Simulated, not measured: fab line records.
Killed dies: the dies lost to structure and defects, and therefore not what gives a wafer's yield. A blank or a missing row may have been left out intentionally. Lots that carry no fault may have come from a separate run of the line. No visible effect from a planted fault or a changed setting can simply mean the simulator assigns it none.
Matching of chambers | flow n5_finfet | N5_BEOL_M6_ILD_DEP_00 on pecvd-04 has 3 sister chambers
The step deposits SiCOH lowk from DEMS/porogen, target thk 179.75 nm, time 33.4 s. 18 wafers are shown with their chamber, then 9 later ones without.

## WAFERS, EACH WITH ITS CHAMBER
wafer  | chamber | throttle_valve_pct (%) | heater_power_w (W) | showerhead_plenum_p_Torr (Torr)
L074.3 | 0       | 15.2                   | 281                | 5.746
L074.5 | 1       | 14.6                   | 407                | 5.709
L074.6 | 0       | 15.1                   | 295                | 5.768
L081.2 | 0       | 15.1                   | 307                | 5.736
L081.4 | 2       | 13.9                   | 329                | 5.751
L081.6 | 1       | 14.1                   | 423                | 5.722
L083.1 | 1       | 14.6                   | 403                | 5.715
L083.3 | 2       | 13.6                   | 328                | 5.749
L083.6 | 1       | 14.5                   | 417                | 5.726
L085.4 | 0       | 15.1                   | 354                | 5.772
L085.5 | 0       | 15.0                   | 279                | 5.753
L085.6 | 1       | 14.4                   | 418                | 5.729
L088.1 | 0       | 15.4                   | 350                | 5.759
L088.2 | 1       | 14.2                   | 380                | 5.732
L088.3 | 0       | 15.2                   | 350                | 5.757
L090.2 | 0       | 15.2                   | 316                | 5.752
L090.3 | 1       | 14.4                   | 439                | 5.735
L090.5 | 0       | 15.0                   | 319                | 5.747

SIGNATURES (means of the wafers above)
reading                  | chamber 0 | chamber 1 | chamber 2 | scatter within a chamber
throttle_valve_pct       | 15.144    | 14.400    | 13.750    | 0.161
heater_power_w           | 316.78    | 412.43    | 328.50    | 24.4
showerhead_plenum_p_Torr | 5.75444   | 5.72400   | 5.75000   | 0.0101
Rule: for each reading, subtract the chamber's mean from the wafer's reading, divide by that reading's scatter and square the result; add these up over the readings and take the root, which gives the wafer's distance from the chamber. The wafer belongs to the nearest chamber; if the next one is less than 2 further off, it can't be placed. The scatter: take each reading less its chamber's mean, square it, sum over the shown wafers, divide by the number of wafers less the number of chambers, and take the root.

## WAFERS WHOSE CHAMBER IS MISSING
wafer  | throttle_valve_pct (%) | heater_power_w (W) | showerhead_plenum_p_Torr (Torr)
L094.1 | 14.5                   | 433                | 5.736
L094.2 | 13.4                   | 283                | 5.747
L094.3 | 15.2                   | 284                | 5.749
L095.3 | 15.2                   | 321                | 5.743
L095.5 | 14.7                   | 410                | 5.732
L095.6 | 15.4                   | 329                | 5.753
L096.2 | 14.5                   | 352                | 5.724
L096.3 | 15.4                   | 345                | 5.762
L096.5 | 14.6                   | 363                | 5.727

## WHICH CHAMBER EACH WENT THROUGH
wafer  | from the rows above | in truth
L094.1 | 1                   | 1
L094.2 | 2                   | 2
L094.3 | 0                   | 0
L095.3 | 0                   | 0
L095.5 | 1                   | 1
L095.6 | 0                   | 0
L096.2 | 1                   | 1
L096.3 | 0                   | 0
L096.5 | 1                   | 1
Correct placement for 9 of the 9. Left unplaced by these rows: 0. Wrongly placed: 0.
